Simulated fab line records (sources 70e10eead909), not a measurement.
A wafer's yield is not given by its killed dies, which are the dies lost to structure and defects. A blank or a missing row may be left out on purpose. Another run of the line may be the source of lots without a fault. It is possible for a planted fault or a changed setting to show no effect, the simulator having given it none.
fab line records	flow nand-harc	part 1 of 2: steps 1 to 4 of 6
record: lots: 24	wafers: 72	last-day: 33
route steps=1302 shown P_M1@315 P_M2@332 P_BONDPAD@369 A_ZERO_WELL@404 A_CHANNEL_HOLE_D1@470 A_CHANNEL_FILL_D1@509
lots untouched by any fault: they come from a run of this same line in which no faults occurred
start-h: the number of hours between the record's first day and the start of the first shown wafer of the lot	wait-h: hours from the lot's prior step to this one	" same as the row above	L1.1+2: several wafers, shown together as one row	- no value present, or no start provided	* or withheld: withheld	< > ~ a bound
route shown NAME@n: a module of which the file shows steps, and the number in the route of the first	usual: mean/standard deviation of fault-free wafers	same: alike in all rows	chamber/n: place in a boat	sites: the reading at each site	_std_site: their standard deviation	_edge_site: inner sites' mean taken away from outer sites' mean	radius-mm: how far each site lies from the wafer's centre	mask NAME#n: copy n	behind: the tool/chamber that last shaped the wafer	hold: reason for holding the lot/hours on hold/outcome of the hold	device: the transistor (n, p or np) that didn't switch	end of line: the tests these same wafers got at the end of their route	a step with no rows: only its recipe	killed: dies lost to structure and defects at the first sort, not the wafer's yield	map: a wafer's dies, x killed, . not, _ none there
set.NAME: the setting the step ran with; set.NAME@STEP: the setting that earlier step ran with	model.NAME: the simulator's own value behind a step, which no gauge read
one table for each step of the route and one row for each wafer, over a sample of lots
services: the hour from which a tool's chamber was out of use, counted from the record's first day as start-h (under 0 if before that day), plus the number of hours and why
== steps ==
step: NHARC_P_M1_INSPECT_27
usual: raw-defect-count: 311/130
lot.wafer	tool	chamber	start-h	wait-h	raw-defect-count
L075.1	defect-inspect-02	-	141.48	0.0	522
L075.4	"	-	"	"	217
L075.5	"	-	"	"	285
L074.3	defect-inspect-01	-	142.03	0.0	293
L074.4	"	-	"	"	394
L074.5	"	-	"	"	308
L076.1	defect-inspect-02	-	153.65	0.0	268
L076.3	"	-	"	"	311
L076.4	"	-	"	"	402
L077.2	defect-inspect-02	-	168.16	0.0	136
L077.4	"	-	"	"	140
L077.6	"	-	"	"	272
L078.1	defect-inspect-01	-	175.69	0.0	261
L078.4	"	-	"	"	290
L078.6	"	-	"	"	244
L079.1	defect-inspect-02	-	181.49	0.0	416
L079.2	"	-	"	"	312
L079.6	"	-	"	"	457
L080.1	defect-inspect-01	-	189.52	0.0	233
L080.2	"	-	"	"	156
L080.3	"	-	"	"	158
L081.1	defect-inspect-01	-	196.14	0.0	142
L081.3	"	-	"	"	311
L081.5	"	-	"	"	292
L082.1	defect-inspect-02	-	206.88	0.0	260
L082.3	"	-	"	"	230
L082.4	"	-	"	"	252
L083.2	defect-inspect-01	-	219.62	0.0	184
L083.4	"	-	"	"	240
L083.5	"	-	"	"	241
L084.1	defect-inspect-02	-	231.16	0.0	394
L084.3	"	-	"	"	281
L084.4	"	-	"	"	278
L085.2	defect-inspect-01	-	238.52	0.0	133
L085.3	"	-	"	"	200
L085.6	"	-	"	"	220
L086.1	defect-inspect-02	-	244.88	0.0	558
L086.4	"	-	"	"	381
L086.6	"	-	"	"	621
L087.1	defect-inspect-01	-	272.64	0.0	278
L087.3	"	-	"	"	229
L087.4	"	-	"	"	227
L089.1	defect-inspect-02	-	273.29	0.0	282
L089.2	"	-	"	"	254
L089.6	"	-	"	"	258
L088.3	defect-inspect-01	-	275.41	0.0	500
L088.4	"	-	"	"	601
L088.6	"	-	"	"	421
L090.3	defect-inspect-02	-	292.41	0.0	236
L090.4	"	-	"	"	246
L090.5	"	-	"	"	379
L091.1	defect-inspect-02	-	296.92	0.0	184
L091.2	"	-	"	"	163
L091.6	"	-	"	"	291
L092.1	defect-inspect-01	-	307.14	0.0	299
L092.2	"	-	"	"	334
L092.6	"	-	"	"	332
L093.1	defect-inspect-02	-	315.84	0.0	354
L093.5	"	-	"	"	525
L093.6	"	-	"	"	614
L094.1	defect-inspect-02	-	334.75	0.0	332
L094.4	"	-	"	"	297
L094.6	"	-	"	"	269
L095.1	defect-inspect-01	-	339.15	0.0	299
L095.3	"	-	"	"	399
L095.5	"	-	"	"	499
L096.1	defect-inspect-02	-	344.08	0.0	177
L096.2	"	-	"	"	353
L096.4	"	-	"	"	244
L097.1	defect-inspect-02	-	358.85	0.0	345
L097.4	"	-	"	"	194
L097.6	"	-	"	"	450
step: NHARC_P_M2_ETCH_35
recipe: target-depth-a: 400	overetch-a: 120	time-s: 43.94	ion-energy-ev: 200	n2-flow-sccm: 150	h2-flow-sccm: 150	ar-flow-sccm: 0	rf-w: 400	bias-w: 150	chemistry: N2/H2
usual: drypump-motor-current-A: 5.8/0.45	oes-product-au: 0.998/0.013	rf-vpp-V: 431.8/2.7	showerhead-plenum-p-Torr: 2.09/0.094	throttle-valve-pct: 14.172/0.0093
lot.wafer	tool	chamber	start-h	wait-h	drypump-motor-current-A	oes-product-au	rf-hours-counter-h	rf-vpp-V	showerhead-plenum-p-Torr	throttle-valve-pct
L075.1	rie-diel-10	2	143.13	0.1	5.6	1.000	2.5	434.8	2.17	14.169
L075.4	"	3	"	"	6.2	0.994	2.7	427.9	1.96	14.161
L075.5	"	1	"	"	5.9	1.027	-	429.2	1.98	14.173
L074.4	rie-diel-05	0	143.79	0.1	5.2	1.007	3.4	434.0	2.14	14.178
L074.3	"	1	"	"	5.7	0.981	4.5	433.2	2.14	14.177
L074.5	"	1	"	"	5.6	0.987	-	432.3	2.14	14.170
L076.4	rie-diel-02	2	155.32	0.1	5.7	1.024	4.6	433.4	2.18	14.176
L076.3	"	3	"	"	5.6	1.002	4.5	429.4	1.99	14.160
L076.1	"	0	"	"	6.7	0.988	4.8	428.8	1.96	14.166
L077.2	rie-diel-05	0	169.82	0.1	5.3	1.005	5.4	433.4	2.14	14.153
L077.4	"	1	"	"	5.7	0.983	6.2	431.4	2.14	14.185
L077.6	"	1	"	"	5.7	0.992	-	433.4	2.14	14.171
L078.4	rie-diel-10	1	177.35	0.1	5.9	1.021	3.7	428.0	1.98	14.183
L078.1	"	3	"	"	6.2	1.002	3.7	427.2	1.96	14.149
L078.6	"	1	"	"	5.9	1.016	-	430.1	1.98	14.175
L079.1	rie-diel-05	3	183.16	0.1	6.7	0.997	6.3	433.2	2.10	14.175
L079.2	"	0	"	"	5.2	1.002	6.5	433.9	2.14	14.180
L079.6	"	0	"	"	5.3	0.991	-	433.0	2.14	14.179
L080.3	rie-diel-05	1	191.17	0.1	5.7	0.985	7.7	432.9	2.14	14.186
L080.2	"	2	"	"	6.0	1.004	7.8	436.0	2.21	14.168
L080.1	"	0	"	"	5.3	1.016	6.8	434.6	2.14	14.171
L081.1	rie-diel-10	0	197.81	0.1	5.5	1.001	4.6	434.7	2.16	14.169
L081.3	"	1	"	"	5.9	1.011	4.6	428.8	1.98	14.179
L081.5	"	1	"	"	5.9	1.010	-	428.7	1.98	14.160
L082.1	rie-diel-10	3	208.55	0.1	6.2	0.998	4.4	428.6	1.96	14.173
L082.3	"	1	"	"	5.9	1.018	5.4	429.7	1.98	14.162
L082.4	"	2	"	"	5.6	0.998	5.2	434.2	2.17	14.186
L083.2	rie-diel-05	1	221.28	0.1	5.7	0.993	9.5	432.8	2.14	14.169
L083.4	"	3	"	"	6.8	0.991	8.0	432.2	2.10	14.176
L083.5	"	2	"	"	6.0	0.974	-	436.1	2.20	14.170
L084.4	rie-diel-02	2	232.82	0.1	5.8	0.992	0.0	435.0	2.18	14.172
L084.1	"	3	"	"	5.6	0.983	0.0	429.6	1.99	14.159
L084.3	"	1	"	"	4.9	0.989	0.0	427.8	1.94	14.170
L085.2	rie-diel-10	2	240.17	0.1	5.6	0.999	7.1	433.6	2.17	14.180
L085.3	"	0	"	"	5.5	1.000	6.9	433.2	2.16	14.173
L085.6	"	2	"	"	5.6	0.998	-	434.1	2.17	14.171
L086.4	rie-diel-02	3	246.55	0.1	5.6	0.991	0.7	429.1	1.99	14.174
L086.1	"	1	"	"	5.0	0.994	0.8	426.6	1.94	14.174
L086.6	"	0	"	"	6.6	0.984	-	427.9	1.96	14.167
L087.1	rie-diel-05	2	274.32	0.1	6.0	1.013	2.0	435.0	2.20	14.163
L087.3	"	3	"	"	6.8	1.015	1.0	432.9	2.10	14.173
L087.4	"	3	"	"	6.7	1.014	-	431.1	2.10	14.176
L089.2	rie-diel-02	1	275.05	0.1	5.0	0.993	2.0	428.4	1.94	14.178
L089.1	"	2	"	"	5.8	1.009	2.1	434.2	2.18	14.169
L089.6	"	1	"	"	4.9	0.989	-	427.5	1.94	14.173
L088.4	rie-diel-05	1	277.06	0.1	5.7	1.012	1.5	434.4	2.14	14.176
L088.3	"	2	"	"	6.0	1.011	2.2	436.0	2.20	14.192
L088.6	"	3	"	"	6.7	1.014	-	430.8	2.10	14.170
L090.3	rie-diel-10	3	294.09	0.1	6.2	0.992	1.2	427.0	1.96	14.163
L090.5	"	0	"	"	5.5	0.983	-	433.7	2.15	14.174
L090.4	"	3	"	"	6.2	0.991	-	427.8	1.96	14.180
L091.2	rie-diel-10	1	298.61	0.1	5.9	1.010	0.7	430.5	1.98	14.179
L091.1	"	2	"	"	5.6	1.004	1.4	433.1	2.17	14.157
L091.6	"	1	"	"	5.9	1.018	-	430.0	1.98	14.176
L092.2	rie-diel-10	3	308.69	0.1	6.2	0.990	1.5	428.4	1.96	14.163
L092.1	"	2	"	"	5.6	1.002	1.5	434.1	2.17	14.148
L092.6	"	0	"	"	5.5	0.975	-	433.2	2.15	14.158
L093.1	rie-diel-10	3	317.51	0.1	6.2	0.994	1.9	427.8	1.96	14.178
L093.6	"	0	"	"	5.5	0.979	-	433.7	2.15	14.176
L093.5	"	1	"	"	5.9	1.019	-	429.1	1.98	14.172
L094.4	rie-diel-10	2	336.30	0.1	5.6	1.007	2.6	433.1	2.17	14.184
L094.1	"	3	"	"	6.2	0.980	2.4	428.6	1.96	14.190
L094.6	"	0	"	"	5.5	0.994	-	434.4	2.15	14.167
L095.1	rie-diel-02	2	340.82	0.1	5.8	0.996	3.9	434.2	2.18	14.165
L095.3	"	3	"	"	5.6	0.998	4.1	427.9	1.98	14.163
L095.5	"	2	"	"	5.8	1.000	-	434.4	2.18	14.176
L096.2	rie-diel-10	2	345.74	0.1	5.6	0.994	3.4	433.6	2.17	14.169
L096.1	"	3	"	"	6.2	0.968	3.4	429.0	1.96	14.155
L096.4	"	0	"	"	5.5	0.976	3.3	434.5	2.15	14.158
L097.4	rie-diel-10	2	360.52	0.1	5.6	0.989	4.1	434.2	2.17	14.165
L097.1	"	0	"	"	5.5	0.997	4.2	433.4	2.15	14.176
L097.6	"	3	"	"	6.2	0.987	-	429.0	1.96	14.179
step: NHARC_P_BONDPAD_ETCH_12
recipe: target-depth-a: 2000	time-s: 100	chf3-flow-sccm: 50	o2-flow-sccm: 10	ar-flow-sccm: 200	rf-w: 500	bias-w: 200	chemistry: CHF3/O2
usual: drypump-motor-current-A: 6.0/0.39	oes-product-au: 0.944/0.025	rf-vpp-V: 370.0/2.2	showerhead-plenum-p-Torr: 2.38/0.094	throttle-valve-pct: 20.572/0.011
lot.wafer	tool	chamber	start-h	wait-h	drypump-motor-current-A	oes-product-au	rf-hours-counter-h	rf-vpp-V	showerhead-plenum-p-Torr	throttle-valve-pct
L075.1	rie-diel-13	3	-	-	6.3	0.912	8	370.3	2.35	20.578
L075.4	"	1	"	"	5.9	0.911	9	372.5	2.40	20.553
L075.5	"	2	"	"	6.1	0.932	-	371.4	2.45	20.573
L074.3	rie-diel-11	0	-	-	5.7	0.910	2	368.8	2.38	20.578
L074.4	"	2	"	"	5.6	0.986	1	369.7	2.36	20.589
L074.5	"	0	"	"	5.7	0.921	-	370.5	2.38	20.577
L076.3	rie-diel-11	2	-	-	5.6	0.937	1	368.4	2.36	20.575
L076.1	"	3	"	"	6.4	0.947	2	369.3	2.31	20.569
L076.4	"	0	"	"	5.7	0.936	2	370.5	2.38	20.588
L077.2	rie-diel-01	2	-	-	5.6	0.945	10	367.6	2.25	20.563
L077.4	"	3	"	"	5.2	0.920	8	376.0	2.57	20.586
L077.6	"	2	"	"	5.6	0.937	-	367.2	2.25	20.568
L078.1	rie-diel-11	0	-	-	5.7	0.957	3	370.1	2.38	20.593
L078.4	"	3	"	"	6.4	0.974	3	369.6	2.31	20.575
L078.6	"	0	"	"	5.7	0.958	-	370.4	2.38	20.556
L079.2	rie-diel-11	3	-	-	6.4	0.934	3	368.3	2.31	20.577
L079.1	"	2	"	"	5.6	0.940	3	370.4	2.36	20.543
L079.6	"	3	"	"	6.4	0.941	-	369.0	2.31	20.571
L080.2	rie-diel-13	0	-	-	5.8	0.973	2	373.8	2.57	20.549
L080.3	"	1	"	"	5.9	0.965	1	371.2	2.40	20.573
L080.1	"	2	"	"	6.1	0.975	1	372.4	2.45	20.566
L081.1	rie-diel-13	2	-	-	6.1	0.926	1	372.9	2.45	20.590
L081.3	"	0	"	"	5.8	0.917	2	374.3	2.57	20.576
L081.5	"	2	"	"	6.1	0.931	-	372.5	2.45	20.578
L082.3	rie-diel-01	1	-	-	5.7	0.964	0	367.1	2.28	20.568
L082.1	"	3	"	"	5.3	0.967	0	373.9	2.57	20.581
L082.4	"	0	"	"	6.5	0.955	0	371.3	2.39	20.574
L083.2	rie-diel-01	2	-	-	5.7	0.972	2	366.4	2.25	20.574
L083.4	"	3	"	"	5.2	0.979	2	373.4	2.57	20.562
L083.5	"	1	"	"	5.7	0.954	-	367.1	2.28	20.581
L084.1	rie-diel-13	1	-	-	5.9	0.908	3	370.6	2.40	20.579
L084.3	"	3	"	"	6.3	0.916	4	370.3	2.35	20.559
L084.4	"	3	"	"	6.4	0.919	-	369.2	2.35	20.574
L085.3	rie-diel-01	3	-	-	5.2	0.936	2	374.1	2.57	20.569
L085.2	"	0	"	"	6.5	0.930	2	370.2	2.39	20.567
L085.6	"	1	"	"	5.7	0.935	-	365.8	2.28	20.578
L086.1	rie-diel-01	2	-	-	5.6	0.936	2	367.7	2.25	20.545
L086.4	"	0	"	"	6.5	0.913	2	370.2	2.39	20.579
L086.6	"	2	"	"	5.7	0.939	-	368.0	2.25	20.593
L087.3	rie-diel-11	3	-	-	6.4	0.988	0	368.4	2.30	20.581
L087.1	"	1	"	"	6.5	0.951	1	371.4	2.44	20.578
L087.4	"	2	"	"	5.6	0.960	0	369.6	2.36	20.583
L089.2	rie-diel-11	2	-	-	5.6	0.972	0	369.3	2.36	20.582
L089.1	"	0	"	"	5.7	0.969	1	370.6	2.38	20.562
L089.6	"	3	"	"	6.4	0.990	-	367.2	2.30	20.569
L088.3	rie-diel-01	0	-	-	6.5	0.904	4	370.0	2.39	20.564
L088.4	"	2	"	"	5.7	0.957	4	367.2	2.25	20.576
L088.6	"	0	"	"	6.5	0.922	-	369.9	2.39	20.586
L090.3	rie-diel-01	1	-	-	5.7	0.963	6	366.9	2.27	20.579
L090.4	"	0	"	"	6.5	0.978	5	370.9	2.39	20.562
L090.5	"	1	"	"	5.7	0.961	-	366.9	2.27	20.550
L091.1	rie-diel-11	0	-	-	5.7	0.937	1	369.9	2.38	20.595
L091.2	"	1	"	"	6.5	0.929	1	371.5	2.44	20.577
L091.6	"	2	"	"	5.6	0.939	-	368.7	2.36	20.557
L092.2	rie-diel-13	1	-	-	5.9	0.898	10	370.1	2.40	20.589
L092.1	"	3	"	"	6.3	0.906	10	369.9	2.35	20.566
L092.6	"	2	"	"	6.1	0.941	-	371.1	2.45	20.577
L093.1	rie-diel-13	2	-	-	6.1	0.939	10	371.1	2.45	20.576
L093.5	"	2	"	"	6.1	0.936	-	370.8	2.45	20.591
L093.6	"	3	"	"	6.4	0.914	-	368.5	2.35	20.568
L094.1	rie-diel-11	1	-	-	6.5	0.921	3	372.1	2.44	20.572
L094.4	"	2	"	"	5.6	0.921	3	370.2	2.36	20.569
L094.6	"	0	"	"	5.7	0.917	-	369.4	2.38	20.573
L095.1	rie-diel-01	1	-	-	5.7	0.965	9	367.1	2.27	20.557
L095.3	"	2	"	"	5.7	0.971	8	366.9	2.24	20.571
L095.5	"	1	"	"	5.7	0.967	-	368.2	2.27	20.573
L096.1	rie-diel-01	2	-	-	5.7	0.971	8	365.8	2.24	20.589
L096.4	"	3	"	"	5.2	0.947	8	372.8	2.57	20.582
L096.2	"	0	"	"	6.5	0.962	8	369.9	2.38	20.581
L097.1	rie-diel-13	3	-	-	6.3	0.952	1	369.2	2.34	20.586
L097.6	"	3	"	"	6.3	0.960	-	369.4	2.34	20.574
L097.4	"	1	"	"	5.9	0.951	-	369.8	2.40	20.574
step: NHARC_A_ZERO_WELL_ETCH_19
recipe: target-depth-a: 800	overetch-a: 240	time-s: 87.88	ion-energy-ev: 200	n2-flow-sccm: 150	h2-flow-sccm: 150	ar-flow-sccm: 0	rf-w: 400	bias-w: 150	chemistry: N2/H2
usual: drypump-motor-current-A: 5.7/0.42	oes-product-au: 1.001/0.012	rf-vpp-V: 429.3/2.6	showerhead-plenum-p-Torr: 1.99/0.092	throttle-valve-pct: 14.173/0.0092
lot.wafer	tool	chamber	start-h	wait-h	drypump-motor-current-A	oes-product-au	rf-hours-counter-h	rf-vpp-V	showerhead-plenum-p-Torr	throttle-valve-pct
L075.1	rie-diel-08	1	151.59	0.1	5.2	0.994	3	427.3	1.91	14.173
L075.4	"	2	"	"	5.7	1.003	3	428.2	1.99	14.178
L075.5	"	0	"	"	6.3	1.011	-	426.7	1.90	14.175
L074.4	rie-diel-08	1	152.50	0.1	5.2	0.997	3	427.3	1.91	14.185
L074.3	"	2	"	"	5.6	1.001	3	428.3	1.99	14.162
L074.5	"	3	"	"	5.8	0.999	-	432.4	2.15	14.167
L076.4	rie-diel-08	3	168.86	0.1	5.8	0.984	3	433.8	2.15	14.160
L076.3	"	0	"	"	6.3	1.022	3	426.5	1.90	14.184
L076.1	"	2	"	"	5.7	1.007	3	429.0	1.99	14.152
L077.2	rie-diel-08	2	180.71	0.1	5.6	1.009	3	429.7	1.99	14.183
L077.4	"	3	"	"	5.8	1.005	4	434.2	2.15	14.158
L077.6	"	2	"	"	5.7	1.010	-	430.3	1.99	14.164
L078.4	rie-diel-08	2	185.84	0.1	5.7	1.003	4	430.6	1.99	14.183
L078.1	"	0	"	"	6.3	1.007	4	426.5	1.90	14.178
L078.6	"	1	"	"	5.2	0.994	-	428.1	1.91	14.172
L079.1	rie-diel-12	0	191.57	0.1	4.9	1.001	23	429.0	1.97	14.176
L079.2	"	1	"	"	5.9	0.996	24	432.0	2.03	14.171
L079.6	"	0	"	"	4.9	0.994	-	429.1	1.97	14.180
L080.3	rie-diel-12	0	199.69	0.1	4.9	0.999	25	427.6	1.97	14.161
L080.2	"	1	"	"	5.9	0.986	25	430.7	2.03	14.187
L080.1	"	2	"	"	5.7	0.999	24	426.9	1.92	14.184
L081.3	rie-diel-03	3	206.51	0.1	5.8	0.994	29	428.1	1.99	14.180
L081.1	"	2	"	"	6.0	0.986	25	432.2	2.10	14.148
L081.5	"	3	"	"	5.9	0.991	-	428.2	1.99	14.171
L082.4	rie-diel-08	0	217.29	0.1	6.3	0.984	0	429.0	1.90	14.163
L082.3	"	1	"	"	5.2	1.015	0	426.5	1.91	14.186
L082.1	"	2	"	"	5.7	0.991	0	429.0	1.99	14.184
L083.4	rie-diel-08	0	229.80	0.1	6.3	0.990	1	426.6	1.90	14.166
L083.2	"	3	"	"	5.8	0.996	1	432.6	2.15	14.163
L083.5	"	1	"	"	5.2	1.023	-	426.8	1.91	14.165
L084.4	rie-diel-08	0	241.34	0.1	6.3	0.989	1	425.7	1.90	14.182
L084.3	"	1	"	"	5.1	1.009	1	426.6	1.91	14.193
L084.1	"	2	"	"	5.6	0.978	1	429.1	1.99	14.174
L085.2	rie-diel-12	3	248.50	0.1	5.9	1.015	18	432.8	2.13	14.177
L085.3	"	2	"	"	5.7	1.006	32	425.9	1.91	14.168
L085.6	"	3	"	"	5.9	1.008	-	431.7	2.13	14.177
L086.4	rie-diel-08	1	255.18	0.1	5.1	1.007	1	427.3	1.91	14.194
L086.1	"	3	"	"	5.8	0.986	1	433.0	2.15	14.185
L086.6	"	2	"	"	5.7	0.976	-	430.1	1.99	14.182
L087.1	rie-diel-12	0	282.98	0.1	4.9	1.016	0	430.1	1.97	14.158
L087.3	"	1	"	"	5.9	1.010	0	428.2	2.02	14.168
L087.4	"	2	"	"	5.7	1.006	0	427.5	1.91	14.172
L089.2	rie-diel-08	2	283.99	0.1	5.7	1.001	2	429.8	1.99	14.193
L089.1	"	1	"	"	5.2	1.027	2	427.4	1.91	14.172
L089.6	"	3	"	"	5.8	0.994	-	432.7	2.15	14.175
L088.4	rie-diel-08	3	285.51	0.1	5.8	0.980	2	433.0	2.15	14.181
L088.3	"	1	"	"	5.1	1.009	2	427.8	1.91	14.171
L088.6	"	3	"	"	5.8	0.987	-	435.1	2.15	14.173
L090.3	rie-diel-12	3	302.73	0.1	5.9	0.990	3	434.1	2.13	14.193
L090.4	"	2	"	"	5.7	1.013	3	427.2	1.91	14.166
L090.5	"	3	"	"	5.9	1.002	-	431.9	2.13	14.179
L091.1	rie-diel-12	2	307.28	0.1	5.7	1.003	4	427.1	1.91	14.163
L091.2	"	3	"	"	5.9	1.001	4	430.6	2.12	14.164
L091.6	"	3	"	"	5.9	1.001	-	433.3	2.12	14.186
L092.1	rie-diel-08	1	317.17	0.1	5.2	1.019	3	428.1	1.91	14.186
L092.2	"	3	"	"	5.8	0.987	3	433.4	2.15	14.161
L092.6	"	2	"	"	5.6	0.997	-	429.6	1.99	14.166
L093.1	rie-diel-08	2	325.96	0.1	5.7	0.996	3	430.7	1.99	14.163
L093.6	"	0	"	"	6.3	0.989	-	426.5	1.90	14.168
L093.5	"	1	"	"	5.2	1.022	-	427.0	1.91	14.181
L094.1	rie-diel-08	0	344.86	0.1	6.3	0.993	4	428.9	1.90	14.169
L094.4	"	2	"	"	5.7	1.002	4	429.6	1.99	14.171
L094.6	"	0	"	"	6.3	0.977	-	427.2	1.90	14.179
L095.1	rie-diel-12	3	349.46	0.1	5.9	1.009	17	433.5	2.12	14.177
L095.3	"	0	"	"	4.9	1.008	18	427.7	1.96	14.175
L095.5	"	3	"	"	5.9	0.998	-	432.7	2.12	14.174
L096.2	rie-diel-12	2	354.36	0.1	5.7	1.014	15	427.0	1.91	14.177
L096.1	"	3	"	"	5.9	1.008	17	431.4	2.12	14.184
L096.4	"	3	"	"	5.9	1.006	-	432.1	2.12	14.163
L097.4	rie-diel-03	1	371.83	0.1	5.6	1.014	23	432.1	2.09	14.179
L097.1	"	2	"	"	6.0	1.008	22	432.6	2.09	14.173
L097.6	"	2	"	"	6.0	1.004	-	431.4	2.09	14.175
